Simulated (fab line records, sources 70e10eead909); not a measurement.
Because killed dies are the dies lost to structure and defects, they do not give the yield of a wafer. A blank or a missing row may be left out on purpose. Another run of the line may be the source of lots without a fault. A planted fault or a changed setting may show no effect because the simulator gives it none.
fab line records | flow nand-harc | part 1 of 2: steps 1 to 21 of 32
record: lots: 5 | wafers: 15 | last-day: 33
route steps=1302 shown A_CONTACT@1105 A_BLC@1107 A_M0@1137
lots that met no fault: from a run of the same line without faults
start-h: start of the lot's first displayed wafer, in hours after the record's first day | wait-h: hours from the lot's prior step to this one | " identical to the entry in the row above | L1.1+2: a row that stands for several wafers | - no value, or no start was given | * or withheld: withheld | < > ~ a bound
route shown NAME@n: names a module that has steps shown in the file, with the first one's number in the route | usual: mean/standard deviation of fault-free wafers | same: alike in all rows | chamber/n: place in a boat | sites: readings site by site | _std_site: standard deviation of those values | _edge_site: mean of outer sites minus mean of inner sites | radius-mm: for every site, how far away it sits from the centre of the wafer | mask NAME#n: copy n | behind: tool/chamber where the wafer was last shaped | hold: reason for holding the lot/hours on hold/outcome of the hold | device: which transistor (n, p or np) failed to switch | end of line: tests of these same wafers at the route's end | for a step that has no rows: nothing shown but its recipe | killed: at the first sort, the dies lost to defects and structure; wafer yield is something else | map: dies across one wafer; x = killed, . = not, _ = none there
set.NAME: the setting that was run; set.NAME@STEP: the one run at that earlier step | model.NAME: the simulator's own value behind a step, which no gauge read
certain route steps with their lots: each step a table, each wafer a row
services: a tool's chamber out of use, with start hour (start-h, from the record's first day; less than 0 if before it), hours out, and reason
== steps ==
step: NHARC_A_CONTACT_SRD_22
lot.wafer  | tool         | chamber | start-h | wait-h
L077.2+6+5 | wet-bench-03 | 3,4,5   | 559.06  | 0.1
L080.6+3+1 | wet-bench-02 | 4,7,0   | 580.99  | 0.0
L083.1+3+6 | wet-bench-03 | 1,2,4   | 610.84  | 0.0
L093.4+1+2 | wet-bench-04 | 1,4,6   | 708.56  | 0.0
L096.6+4+3 | wet-bench-04 | 6,7,2   | 746.75  | 0.0
step: NHARC_A_CONTACT_INSPECT_23
usual: raw-defect-count: 516/140
lot.wafer | tool              | chamber | start-h | wait-h | raw-defect-count
L077.2    | defect-inspect-01 | -       | 559.13  | 0.1    | 507
L077.5    | "                 | -       | "       | "      | 564
L077.6    | "                 | -       | "       | "      | 419
L080.1    | defect-inspect-01 | -       | 581.07  | 0.1    | 446
L080.3    | "                 | -       | "       | "      | 561
L080.6    | "                 | -       | "       | "      | 404
L083.1    | defect-inspect-01 | -       | 610.91  | 0.1    | 537
L083.3    | "                 | -       | "       | "      | 561
L083.6    | "                 | -       | "       | "      | 704
L093.1    | defect-inspect-01 | -       | 708.65  | 0.1    | 358
L093.2    | "                 | -       | "       | "      | 358
L093.4    | "                 | -       | "       | "      | 302
L096.3    | defect-inspect-02 | -       | 746.84  | 0.1    | 506
L096.4    | "                 | -       | "       | "      | 392
L096.6    | "                 | -       | "       | "      | 535
step: NHARC_A_BLC_DEHYDRATE_00
recipe: temp-c: 150 | time-s: 120
usual: chill-plate-temp-C: 22.99/0.1
lot.wafer | tool           | chamber | start-h | wait-h | chill-plate-temp-C
L077.2    | litho-track-06 | 0       | 559.19  | 0.1    | 22.96
L077.5    | "              | 0       | "       | "      | 23.12
L077.6    | "              | 0       | "       | "      | 23.14
L080.1    | litho-track-01 | 0       | 581.13  | 0.1    | 23.00
L080.3    | "              | 0       | "       | "      | 23.02
L080.6    | "              | 0       | "       | "      | 23.06
L083.1    | litho-track-04 | 0       | 610.97  | 0.1    | 23.06
L083.3    | "              | 0       | "       | "      | 22.97
L083.6    | "              | 0       | "       | "      | 23.26
L093.1    | litho-track-04 | 0       | 708.70  | 0.1    | 23.06
L093.2    | "              | 0       | "       | "      | 22.89
L093.4    | "              | 0       | "       | "      | 23.00
L096.3    | litho-track-04 | 0       | 746.90  | 0.1    | 23.10
L096.4    | "              | 0       | "       | "      | 22.97
L096.6    | "              | 0       | "       | "      | 22.94
step: NHARC_A_BLC_HMDS_01
recipe: time-s: 30
usual: chill-plate-temp-C: 23.00/0.11
lot.wafer | tool           | chamber | start-h | wait-h | chill-plate-temp-C
L077.2    | litho-track-06 | 0       | -       | -      | 23.10
L077.5    | "              | 0       | "       | "      | 23.12
L077.6    | "              | 0       | "       | "      | 23.16
L080.1    | litho-track-01 | 0       | -       | -      | 22.98
L080.3    | "              | 0       | "       | "      | 22.96
L080.6    | "              | 0       | "       | "      | 23.05
L083.1    | litho-track-04 | 0       | -       | -      | 22.94
L083.3    | "              | 0       | "       | "      | 22.86
L083.6    | "              | 0       | "       | "      | 23.07
L093.1    | litho-track-04 | 0       | -       | -      | 23.09
L093.2    | "              | 0       | "       | "      | 22.92
L093.4    | "              | 0       | "       | "      | 23.11
L096.3    | litho-track-04 | 0       | -       | -      | 22.97
L096.4    | "              | 0       | "       | "      | 23.11
L096.6    | "              | 0       | "       | "      | 23.03
step: NHARC_A_BLC_COAT_02
recipe: temp-c: 260 | time-s: 75
usual: chill-plate-temp-C: 23.00/0.1
lot.wafer | tool           | chamber | start-h | wait-h | chill-plate-temp-C
L077.2    | litho-track-06 | 0       | -       | -      | 22.87
L077.5    | "              | 0       | "       | "      | 22.93
L077.6    | "              | 0       | "       | "      | 23.12
L080.1    | litho-track-01 | 0       | -       | -      | 23.00
L080.3    | "              | 0       | "       | "      | 23.03
L080.6    | "              | 0       | "       | "      | 23.05
L083.1    | litho-track-04 | 0       | -       | -      | 22.96
L083.3    | "              | 0       | "       | "      | 22.86
L083.6    | "              | 0       | "       | "      | 23.05
L093.1    | litho-track-04 | 0       | -       | -      | 22.85
L093.2    | "              | 0       | "       | "      | 22.75
L093.4    | "              | 0       | "       | "      | 22.88
L096.3    | litho-track-04 | 0       | -       | -      | 22.93
L096.4    | "              | 0       | "       | "      | 23.14
L096.6    | "              | 0       | "       | "      | 22.96
step: NHARC_A_BLC_COAT_03
recipe: temp-c: 225 | time-s: 65
usual: chill-plate-temp-C: 23.01/0.1
lot.wafer | tool           | chamber | start-h | wait-h | chill-plate-temp-C
L077.2    | litho-track-06 | 0       | -       | -      | 22.93
L077.5    | "              | 0       | "       | "      | 23.00
L077.6    | "              | 0       | "       | "      | 22.91
L080.1    | litho-track-01 | 0       | -       | -      | 23.17
L080.3    | "              | 0       | "       | "      | 23.10
L080.6    | "              | 0       | "       | "      | 23.16
L083.1    | litho-track-04 | 0       | -       | -      | 23.14
L083.3    | "              | 0       | "       | "      | 23.01
L083.6    | "              | 0       | "       | "      | 23.10
L093.1    | litho-track-04 | 0       | -       | -      | 23.07
L093.2    | "              | 0       | "       | "      | 23.04
L093.4    | "              | 0       | "       | "      | 23.06
L096.3    | litho-track-04 | 0       | -       | -      | 23.13
L096.4    | "              | 0       | "       | "      | 22.89
L096.6    | "              | 0       | "       | "      | 22.90
step: NHARC_A_BLC_COAT_04
recipe: spin-rpm: 1500 | resist-thk-nm: 90
usual: chill-plate-temp-C: 22.98/0.1
lot.wafer | tool           | chamber | start-h | wait-h | chill-plate-temp-C
L077.2    | litho-track-06 | 0       | -       | -      | 22.85
L077.5    | "              | 0       | "       | "      | 23.03
L077.6    | "              | 0       | "       | "      | 22.85
L080.1    | litho-track-01 | 0       | -       | -      | 23.02
L080.3    | "              | 0       | "       | "      | 22.85
L080.6    | "              | 0       | "       | "      | 23.02
L083.1    | litho-track-04 | 0       | -       | -      | 23.01
L083.3    | "              | 0       | "       | "      | 23.09
L083.6    | "              | 0       | "       | "      | 23.09
L093.1    | litho-track-04 | 0       | -       | -      | 22.86
L093.2    | "              | 0       | "       | "      | 22.89
L093.4    | "              | 0       | "       | "      | 22.88
L096.3    | litho-track-04 | 0       | -       | -      | 23.02
L096.4    | "              | 0       | "       | "      | 22.92
L096.6    | "              | 0       | "       | "      | 23.01
step: NHARC_A_BLC_SOFTBAKE_05
recipe: temp-c: 105 | time-s: 55
usual: chill-plate-temp-C: 23.00/0.11
lot.wafer | tool           | chamber | start-h | wait-h | chill-plate-temp-C
L077.2    | litho-track-06 | 0       | -       | -      | 22.98
L077.5    | "              | 0       | "       | "      | 23.11
L077.6    | "              | 0       | "       | "      | 23.03
L080.1    | litho-track-01 | 0       | -       | -      | 23.03
L080.3    | "              | 0       | "       | "      | 22.92
L080.6    | "              | 0       | "       | "      | 23.05
L083.1    | litho-track-04 | 0       | -       | -      | 23.03
L083.3    | "              | 0       | "       | "      | 23.19
L083.6    | "              | 0       | "       | "      | 22.96
L093.1    | litho-track-04 | 0       | -       | -      | 23.04
L093.2    | "              | 0       | "       | "      | 22.93
L093.4    | "              | 0       | "       | "      | 22.88
L096.3    | litho-track-04 | 0       | -       | -      | 22.89
L096.4    | "              | 0       | "       | "      | 23.02
L096.6    | "              | 0       | "       | "      | 23.07
step: NHARC_A_BLC_EBR_06
usual: chill-plate-temp-C: 23.00/0.12
lot.wafer | tool           | chamber | start-h | wait-h | chill-plate-temp-C
L077.2    | litho-track-06 | 0       | -       | -      | 23.24
L077.5    | "              | 0       | "       | "      | 23.04
L077.6    | "              | 0       | "       | "      | 23.01
L080.1    | litho-track-01 | 0       | -       | -      | 22.95
L080.3    | "              | 0       | "       | "      | 23.04
L080.6    | "              | 0       | "       | "      | 22.91
L083.1    | litho-track-04 | 0       | -       | -      | 22.96
L083.3    | "              | 0       | "       | "      | 22.83
L083.6    | "              | 0       | "       | "      | 22.84
L093.1    | litho-track-04 | 0       | -       | -      | 22.87
L093.2    | "              | 0       | "       | "      | 22.92
L093.4    | "              | 0       | "       | "      | 23.00
L096.3    | litho-track-04 | 0       | -       | -      | 23.01
L096.4    | "              | 0       | "       | "      | 23.01
L096.6    | "              | 0       | "       | "      | 23.12
step: NHARC_A_BLC_EXPOSE_07
recipe: na: 1.35 | target-cd-nm: 100 | dose-mj: 67.97 | mask-id: A_BLC
lot.wafer  | tool            | chamber | start-h | wait-h | mask
L077.2+5+6 | arfi-scanner-01 | 0       | 559.50  | -      | A_BLC#0
L080.1+3+6 | arfi-scanner-03 | 0       | 581.44  | -      | A_BLC#0
L083.1+3+6 | arfi-scanner-01 | 0       | 611.28  | -      | A_BLC#0
L093.1+2+4 | arfi-scanner-01 | 0       | 708.89  | -      | A_BLC#0
L096.3+4+6 | arfi-scanner-01 | 0       | 747.22  | -      | A_BLC#0
step: NHARC_A_BLC_PEB_08
recipe: peb-temp-c: 100 | peb-time-s: 65
usual: chill-plate-temp-C: 23.01/0.11
lot.wafer | tool           | chamber | start-h | wait-h | chill-plate-temp-C
L077.2    | litho-track-01 | 0       | 559.56  | 0.1    | 23.00
L077.5    | "              | 0       | "       | "      | 23.19
L077.6    | "              | 0       | "       | "      | 23.12
L080.1    | litho-track-04 | 0       | 581.50  | 0.1    | 23.12
L080.3    | "              | 0       | "       | "      | 22.94
L080.6    | "              | 0       | "       | "      | 22.91
L083.1    | litho-track-06 | 0       | 611.34  | 0.1    | 23.10
L083.3    | "              | 0       | "       | "      | 23.11
L083.6    | "              | 0       | "       | "      | 23.12
L093.1    | litho-track-01 | 0       | 708.95  | 0.1    | 23.11
L093.2    | "              | 0       | "       | "      | 23.11
L093.4    | "              | 0       | "       | "      | 23.17
L096.3    | litho-track-04 | 0       | 747.27  | 0.0    | 23.08
L096.4    | "              | 0       | "       | "      | 22.88
L096.6    | "              | 0       | "       | "      | 23.12
step: NHARC_A_BLC_DEVELOP_09
recipe: develop-time-s: 35 | dev-temp-c: 23
usual: chill-plate-temp-C: 23.00/0.12
lot.wafer | tool           | chamber | start-h | wait-h | chill-plate-temp-C
L077.2    | litho-track-01 | 0       | -       | -      | 22.99
L077.5    | "              | 0       | "       | "      | 23.03
L077.6    | "              | 0       | "       | "      | 22.97
L080.1    | litho-track-04 | 0       | -       | -      | 22.92
L080.3    | "              | 0       | "       | "      | 23.00
L080.6    | "              | 0       | "       | "      | 22.95
L083.1    | litho-track-06 | 0       | -       | -      | 23.01
L083.3    | "              | 0       | "       | "      | 22.89
L083.6    | "              | 0       | "       | "      | 23.02
L093.1    | litho-track-01 | 0       | -       | -      | 23.16
L093.2    | "              | 0       | "       | "      | 23.15
L093.4    | "              | 0       | "       | "      | 23.02
L096.3    | litho-track-04 | 0       | -       | -      | 23.07
L096.4    | "              | 0       | "       | "      | 22.84
L096.6    | "              | 0       | "       | "      | 22.77
step: NHARC_A_BLC_CD_MEAS_10
recipe: target-cd-nm: 100 | landing-energy-ev: 500
usual: cd-nm: 100.0/0.64
lot.wafer | tool      | chamber | start-h | wait-h | cd-nm
L077.2    | cd-sem-03 | 0       | 559.64  | -      | 100.3
L077.5    | "         | 0       | "       | "      | 99.8
L077.6    | "         | 0       | "       | "      | 98.9
L080.1    | cd-sem-02 | 0       | 581.58  | -      | 100.9
L080.3    | "         | 0       | "       | "      | 100.9
L080.6    | "         | 0       | "       | "      | 100.7
L083.1    | cd-sem-03 | 0       | 611.42  | -      | 99.4
L083.3    | "         | 0       | "       | "      | 99.2
L083.6    | "         | 0       | "       | "      | 99.6
L093.1    | cd-sem-02 | 0       | 709.03  | -      | 98.6
L093.2    | "         | 0       | "       | "      | 99.7
L093.4    | "         | 0       | "       | "      | 99.9
L096.3    | cd-sem-02 | 0       | 747.35  | -      | 99.8
L096.4    | "         | 0       | "       | "      | 99.7
L096.6    | "         | 0       | "       | "      | 100.1
step: NHARC_A_BLC_OVL_MEAS_11
usual: overlay-x-nm: 0.0/0.78 | overlay-y-nm: -0.2/1
lot.wafer | tool       | chamber | start-h | wait-h | overlay-x-nm | overlay-y-nm
L077.2    | overlay-01 | -       | 559.72  | -      | -0.2         | -1.6
L077.5    | "          | -       | "       | "      | 0.6          | -0.8
L077.6    | "          | -       | "       | "      | 0.7          | -1.4
L080.1    | overlay-01 | -       | 581.67  | -      | 0.0          | -1.6
L080.3    | "          | -       | "       | "      | 0.3          | -1.5
L080.6    | "          | -       | "       | "      | 0.0          | -1.7
L083.1    | overlay-02 | -       | 611.51  | -      | -1.0         | -0.3
L083.3    | "          | -       | "       | "      | -0.3         | -0.4
L083.6    | "          | -       | "       | "      | -0.4         | -0.3
L093.1    | overlay-02 | -       | 709.11  | -      | 0.4          | -0.1
L093.2    | "          | -       | "       | "      | 0.2          | -0.5
L093.4    | "          | -       | "       | "      | 0.3          | 0.1
L096.3    | overlay-01 | -       | 747.44  | -      | -2.4         | 0.6
L096.4    | "          | -       | "       | "      | -1.8         | 0.5
L096.6    | "          | -       | "       | "      | -1.8         | 0.4
step: NHARC_A_BLC_INSPECT_12
usual: raw-defect-count: 84/36
lot.wafer | tool              | chamber | start-h | wait-h | raw-defect-count
L077.2    | defect-inspect-02 | -       | 559.76  | 0.0    | 71
L077.5    | "                 | -       | "       | "      | 83
L077.6    | "                 | -       | "       | "      | 78
L080.1    | defect-inspect-01 | -       | 581.71  | 0.0    | 62
L080.3    | "                 | -       | "       | "      | 79
L080.6    | "                 | -       | "       | "      | 54
L083.1    | defect-inspect-02 | -       | 611.54  | 0.0    | 82
L083.3    | "                 | -       | "       | "      | 90
L083.6    | "                 | -       | "       | "      | 79
L093.1    | defect-inspect-02 | -       | 709.15  | 0.0    | 75
L093.2    | "                 | -       | "       | "      | 85
L093.4    | "                 | -       | "       | "      | 76
L096.3    | defect-inspect-01 | -       | 747.47  | 0.0    | 76
L096.4    | "                 | -       | "       | "      | 68
L096.6    | "                 | -       | "       | "      | 88
step: NHARC_A_BLC_DESCUM_15
recipe: time-s: 3 | o2-flow-sccm: 200 | ar-flow-sccm: 0 | bias-power-w: 0 | chemistry: O2
usual: chamber-pressure-mTorr: 60.00/0.058 | drypump-motor-current-A: 5.9/0.48 | oes-product-au: 0.999/0.013 | rf-vpp-V: 57.7/0.83 | showerhead-plenum-p-Torr: 1.88/0.065 | throttle-valve-pct: 11.311/0.0081
lot.wafer | tool        | chamber | start-h | wait-h | chamber-pressure-mTorr | drypump-motor-current-A | oes-product-au | rf-hours-counter-h | rf-vpp-V | showerhead-plenum-p-Torr | throttle-valve-pct
L077.2    | rie-diel-11 | 0       | 559.82  | 0.1    | 60.02                  | 5.1                     | 1.000          | 42                 | 58.5     | 1.88                     | 11.319
L077.6    | "           | 0       | "       | "      | 59.89                  | 5.1                     | 0.998          | -                  | 57.5     | 1.88                     | 11.313
L077.5    | "           | 1       | "       | "      | 59.97                  | 6.3                     | 1.006          | -                  | 57.6     | 1.84                     | 11.308
L080.1    | rie-diel-12 | 2       | 581.77  | 0.1    | 59.98                  | 5.7                     | 0.989          | 8                  | 57.8     | 1.88                     | 11.317
L080.3    | "           | 3       | "       | "      | 60.00                  | 6.6                     | 0.986          | 8                  | 56.6     | 1.90                     | 11.318
L080.6    | "           | 3       | "       | "      | 60.23                  | 6.6                     | 0.989          | -                  | 57.6     | 1.90                     | 11.303
L083.1    | rie-diel-12 | 1       | 611.62  | 0.1    | 60.00                  | 5.2                     | 1.007          | 9                  | 56.7     | 1.80                     | 11.309
L083.3    | "           | 2       | "       | "      | 60.00                  | 5.7                     | 1.003          | 10                 | 58.1     | 1.88                     | 11.294
L083.6    | "           | 3       | "       | "      | 60.03                  | 6.6                     | 0.993          | -                  | 58.6     | 1.90                     | 11.307
L093.4    | rie-diel-12 | 2       | 709.21  | 0.1    | 59.98                  | 5.7                     | 0.988          | 6                  | 55.9     | 1.88                     | 11.316
L093.2    | "           | 3       | "       | "      | 59.96                  | 6.6                     | 1.007          | 6                  | 57.6     | 1.90                     | 11.296
L093.1    | "           | 0       | "       | "      | 59.98                  | 5.7                     | 0.981          | 5                  | 57.9     | 1.85                     | 11.315
L096.4    | rie-diel-12 | 2       | 747.54  | 0.1    | 59.86                  | 5.7                     | 0.984          | 9                  | 57.0     | 1.88                     | 11.321
L096.3    | "           | 0       | "       | "      | 59.95                  | 5.7                     | 0.972          | 8                  | 58.8     | 1.85                     | 11.302
L096.6    | "           | 1       | "       | "      | 59.97                  | 5.2                     | 1.013          | -                  | 57.6     | 1.80                     | 11.314
step: NHARC_A_BLC_ETCH_16
recipe: target-depth-a: 390 | over-etch-frac: 0.3 | time-s: 65 | ion-energy-ev: 80 | cf4-flow-sccm: 150 | ar-flow-sccm: 0 | rf-w: 300 | bias-w: 100 | chemistry: CF4
usual: bias-w: 100.0/0.33 | chamber-pressure-mTorr: 50.00/0.044 | drypump-motor-current-A: 5.8/0.49 | oes-product-au: 0.999/0.014 | rf-vpp-V: 151.0/1.1 | showerhead-plenum-p-Torr: 1.74/0.057 | throttle-valve-pct: 13.285/0.0092
lot.wafer | tool        | chamber | start-h | wait-h | bias-w | chamber-pressure-mTorr | drypump-motor-current-A | oes-product-au | rf-hours-counter-h | rf-vpp-V | showerhead-plenum-p-Torr | throttle-valve-pct
L077.2    | rie-diel-11 | 1       | 559.92  | 0.1    | 99.8   | 50.02                  | 6.2                     | 0.991          | 38                 | 151.5    | 1.71                     | 13.275
L077.6    | "           | 3       | "       | "      | 99.4   | 49.96                  | 4.8                     | 0.973          | -                  | 149.8    | 1.65                     | 13.284
L077.5    | "           | 0       | "       | "      | 99.8   | 49.99                  | 5.1                     | 0.982          | -                  | 149.7    | 1.74                     | 13.304
L080.3    | rie-diel-12 | 2       | 581.85  | 0.1    | 99.9   | 50.05                  | 5.7                     | 1.000          | 8                  | 151.7    | 1.74                     | 13.279
L080.1    | "           | 0       | "       | "      | 99.8   | 50.01                  | 5.7                     | 0.989          | 7                  | 149.5    | 1.72                     | 13.285
L080.6    | "           | 2       | "       | "      | 99.4   | 49.96                  | 5.7                     | 1.000          | -                  | 149.2    | 1.74                     | 13.282
L083.3    | rie-diel-12 | 1       | 611.69  | 0.1    | 100.0  | 50.03                  | 5.2                     | 1.003          | 9                  | 149.6    | 1.67                     | 13.292
L083.1    | "           | 3       | "       | "      | 99.6   | 49.99                  | 6.6                     | 1.003          | 11                 | 151.0    | 1.76                     | 13.272
L083.6    | "           | 2       | "       | "      | 100.4  | 49.98                  | 5.7                     | 1.000          | -                  | 151.0    | 1.74                     | 13.292
L093.1    | rie-diel-12 | 0       | 709.30  | 0.1    | 100.2  | 49.89                  | 5.7                     | 0.981          | 5                  | 150.0    | 1.72                     | 13.274
L093.4    | "           | 1       | "       | "      | 100.3  | 50.00                  | 5.2                     | 1.025          | 4                  | 150.8    | 1.67                     | 13.276
L093.2    | "           | 2       | "       | "      | 100.4  | 49.94                  | 5.7                     | 0.993          | 6                  | 150.8    | 1.74                     | 13.285
L096.3    | rie-diel-12 | 3       | 747.62  | 0.1    | 99.6   | 49.98                  | 6.6                     | 1.000          | 8                  | 151.9    | 1.75                     | 13.276
L096.4    | "           | 0       | "       | "      | 100.0  | 50.01                  | 5.7                     | 0.980          | 8                  | 149.7    | 1.72                     | 13.288
L096.6    | "           | 0       | "       | "      | 100.0  | 49.99                  | 5.7                     | 0.978          | -                  | 151.3    | 1.72                     | 13.290
step: NHARC_A_BLC_ETCH_17
recipe: target-depth-a: 3900 | over-etch-frac: 0.25 | time-s: 609.38 | ion-energy-ev: 200 | n2-flow-sccm: 150 | h2-flow-sccm: 150 | ar-flow-sccm: 0 | rf-w: 400 | bias-w: 150 | chemistry: N2/H2
usual: bias-w: 150.0/0.44 | chamber-pressure-mTorr: 30.002/0.028 | drypump-motor-current-A: 5.9/0.49 | oes-product-au: 1.000/0.012 | rf-vpp-V: 429.9/2.2 | showerhead-plenum-p-Torr: 2.01/0.076 | throttle-valve-pct: 14.172/0.0089
lot.wafer | tool        | chamber | start-h | wait-h | bias-w | chamber-pressure-mTorr | drypump-motor-current-A | oes-product-au | rf-hours-counter-h | rf-vpp-V | showerhead-plenum-p-Torr | throttle-valve-pct
L077.2    | rie-diel-11 | 2       | -       | -      | 149.6  | 30.019                 | 6.5                     | 1.000          | 40                 | 429.6    | 2.02                     | 14.174
L077.5    | "           | 0       | "       | "      | 150.0  | 29.969                 | 5.1                     | 0.982          | -                  | 429.3    | 2.00                     | 14.171
L077.6    | "           | 1       | "       | "      | 150.3  | 29.995                 | 6.3                     | 0.996          | -                  | 428.4    | 1.96                     | 14.180
L080.3    | rie-diel-12 | 0       | -       | -      | 149.7  | 29.969                 | 5.7                     | 0.998          | 7                  | 429.1    | 1.98                     | 14.181
L080.1    | "           | 2       | "       | "      | 150.3  | 29.999                 | 5.7                     | 0.992          | 8                  | 428.5    | 2.00                     | 14.178
L080.6    | "           | 0       | "       | "      | 149.9  | 30.039                 | 5.7                     | 0.995          | -                  | 429.0    | 1.98                     | 14.158
L083.1    | rie-diel-12 | 1       | -       | -      | 150.0  | 30.003                 | 5.2                     | 1.003          | 9                  | 428.6    | 1.92                     | 14.158
L083.3    | "           | 2       | "       | "      | 150.1  | 29.963                 | 5.7                     | 0.990          | 10                 | 429.2    | 2.00                     | 14.162
L083.6    | "           | 3       | "       | "      | 149.9  | 29.993                 | 6.6                     | 0.987          | -                  | 428.0    | 2.02                     | 14.171
L093.4    | rie-diel-12 | 1       | -       | -      | 150.1  | 29.961                 | 5.2                     | 1.017          | 4                  | 427.0    | 1.91                     | 14.183
L093.1    | "           | 2       | "       | "      | 150.5  | 29.958                 | 5.7                     | 0.997          | 6                  | 430.3    | 2.00                     | 14.164
L093.2    | "           | 3       | "       | "      | 149.7  | 29.993                 | 6.6                     | 1.009          | 6                  | 430.6    | 2.02                     | 14.174
L096.4    | rie-diel-12 | 3       | -       | -      | 150.0  | 29.950                 | 6.6                     | 1.002          | 8                  | 430.2    | 2.02                     | 14.168
L096.3    | "           | 1       | "       | "      | 150.0  | 30.027                 | 5.2                     | 1.019          | 8                  | 427.3    | 1.91                     | 14.167
L096.6    | "           | 3       | "       | "      | 150.4  | 29.990                 | 6.6                     | 1.005          | -                  | 431.1    | 2.02                     | 14.165
step: NHARC_A_BLC_ETCH_18
recipe: target-depth-a: 9100 | c4f8-flow-sccm: 20 | o2-flow-sccm: 10 | ar-flow-sccm: withheld | rf-w: 600 | bias-w: 1500 | chemistry: C4F8/O2/Ar
usual: bias-w: 1501/4.5 | chamber-pressure-mTorr: 25.002/0.022 | oes-product-au: 0.946/0.024 | rf-vpp-V: 976/4.9
lot.wafer | tool        | chamber | start-h | wait-h | bias-w | chamber-pressure-mTorr | oes-product-au | rf-hours-counter-h | rf-vpp-V
L077.2    | rie-diel-11 | 3       | -       | -      | 1497   | 25.062                 | 0.903          | 33                 | 969
L077.5    | "           | 3       | "       | "      | 1500   | 24.988                 | 0.913          | -                  | 968
L077.6    | "           | 0       | "       | "      | 1497   | 25.000                 | 0.921          | -                  | 976
L080.3    | rie-diel-12 | 0       | -       | -      | 1514   | 24.975                 | 0.918          | 8                  | 975
L080.1    | "           | 2       | "       | "      | 1499   | 24.980                 | 0.919          | 8                  | 975
L080.6    | "           | 3       | "       | "      | 1498   | 25.027                 | 0.914          | -                  | 978
L083.1    | rie-diel-12 | 3       | -       | -      | 1502   | 24.995                 | 0.917          | 11                 | 975
L083.3    | "           | 0       | "       | "      | 1497   | 25.006                 | 0.923          | 10                 | 975
L083.6    | "           | 3       | "       | "      | 1499   | 25.023                 | 0.921          | -                  | 977
L093.2    | rie-diel-12 | 1       | -       | -      | 1494   | 25.025                 | 0.965          | 5                  | 970
L093.1    | "           | 2       | "       | "      | 1504   | 25.041                 | 0.936          | 6                  | 976
L093.4    | "           | 3       | "       | "      | 1497   | 25.004                 | 0.956          | 6                  | 977
L096.3    | rie-diel-12 | 0       | -       | -      | 1497   | 24.986                 | 0.901          | 8                  | 975
L096.4    | "           | 3       | "       | "      | 1503   | 24.959                 | 0.926          | 9                  | 978
L096.6    | "           | 0       | "       | "      | 1501   | 24.998                 | 0.912          | -                  | 975
step: NHARC_A_BLC_CD_MEAS_19
usual: cd-nm: 100/3.3
lot.wafer | tool      | chamber | start-h | wait-h | cd-nm
L077.2    | cd-sem-02 | -       | 560.80  | -      | 102
L077.5    | "         | -       | "       | "      | 100
L077.6    | "         | -       | "       | "      | 96
L080.1    | cd-sem-02 | -       | 582.74  | -      | 98
L080.3    | "         | -       | "       | "      | 103
L080.6    | "         | -       | "       | "      | 103
L083.1    | cd-sem-01 | -       | 612.60  | -      | 103
L083.3    | "         | -       | "       | "      | 100
L083.6    | "         | -       | "       | "      | 101
L093.1    | cd-sem-01 | -       | 710.18  | -      | 97
L093.2    | "         | -       | "       | "      | 102
L093.4    | "         | -       | "       | "      | 105
L096.3    | cd-sem-01 | -       | 748.50  | -      | 103
L096.4    | "         | -       | "       | "      | 100
L096.6    | "         | -       | "       | "      | 100
step: NHARC_A_BLC_STRIP_29
recipe: cf4-flow-sccm: 150 | ar-flow-sccm: 0 | bias-w: 0 | chemistry: CF4
usual: chamber-pressure-mTorr: 50.00/0.046 | drypump-motor-current-A: 5.9/0.43 | oes-product-au: 0.998/0.012 | rf-vpp-V: 59.3/0.82 | showerhead-plenum-p-Torr: 1.75/0.062 | throttle-valve-pct: 13.284/0.0097
same: bias-w: 0
lot.wafer | tool        | chamber | start-h | wait-h | chamber-pressure-mTorr | drypump-motor-current-A | oes-product-au | rf-hours-counter-h | rf-vpp-V | showerhead-plenum-p-Torr | throttle-valve-pct
L077.2    | rie-diel-12 | 2       | 560.90  | 0.1    | 50.02                  | 5.7                     | 0.991          | 6                  | 59.3     | 1.74                     | 13.293
L077.5    | "           | 3       | "       | "      | 49.97                  | 6.6                     | 1.003          | -                  | 59.4     | 1.76                     | 13.280
L077.6    | "           | 0       | "       | "      | 50.03                  | 5.7                     | 0.988          | -                  | 58.7     | 1.72                     | 13.282
L080.1    | rie-diel-01 | 1       | 582.83  | 0.1    | 49.98                  | 5.7                     | 0.998          | 2                  | 60.0     | 1.88                     | 13.282
L080.3    | "           | 2       | "       | "      | 49.92                  | 6.3                     | 1.008          | 2                  | 59.9     | 1.83                     | 13.294
L080.6    | "           | 3       | "       | "      | 49.92                  | 6.1                     | 1.007          | -                  | 60.6     | 1.79                     | 13.284
L083.3    | rie-diel-01 | 1       | 612.69  | 0.1    | 49.97                  | 5.7                     | 1.009          | 5                  | 59.8     | 1.88                     | 13.264
L083.1    | "           | 2       | "       | "      | 50.02                  | 6.3                     | 1.010          | 5                  | 58.7     | 1.83                     | 13.283
L083.6    | "           | 0       | "       | "      | 50.00                  | 5.8                     | 0.993          | -                  | 59.4     | 1.69                     | 13.275
L093.4    | rie-diel-11 | 0       | 710.25  | 0.1    | 49.98                  | 5.1                     | 1.001          | 34                 | 59.8     | 1.72                     | 13.303
L093.1    | "           | 2       | "       | "      | 49.95                  | 6.5                     | 0.983          | 35                 | 59.9     | 1.74                     | 13.289
L093.2    | "           | 3       | "       | "      | 49.94                  | 4.8                     | 1.009          | 30                 | 59.5     | 1.90                     | 13.291
L096.4    | rie-diel-12 | 2       | 748.58  | 0.1    | 49.98                  | 5.7                     | 0.997          | 10                 | 58.9     | 1.74                     | 13.255
L096.3    | "           | 0       | "       | "      | 49.92                  | 5.7                     | 0.978          | 8                  | 59.2     | 1.72                     | 13.280
L096.6    | "           | 2       | "       | "      | 49.95                  | 5.7                     | 0.987          | -                  | 59.1     | 1.74                     | 13.279
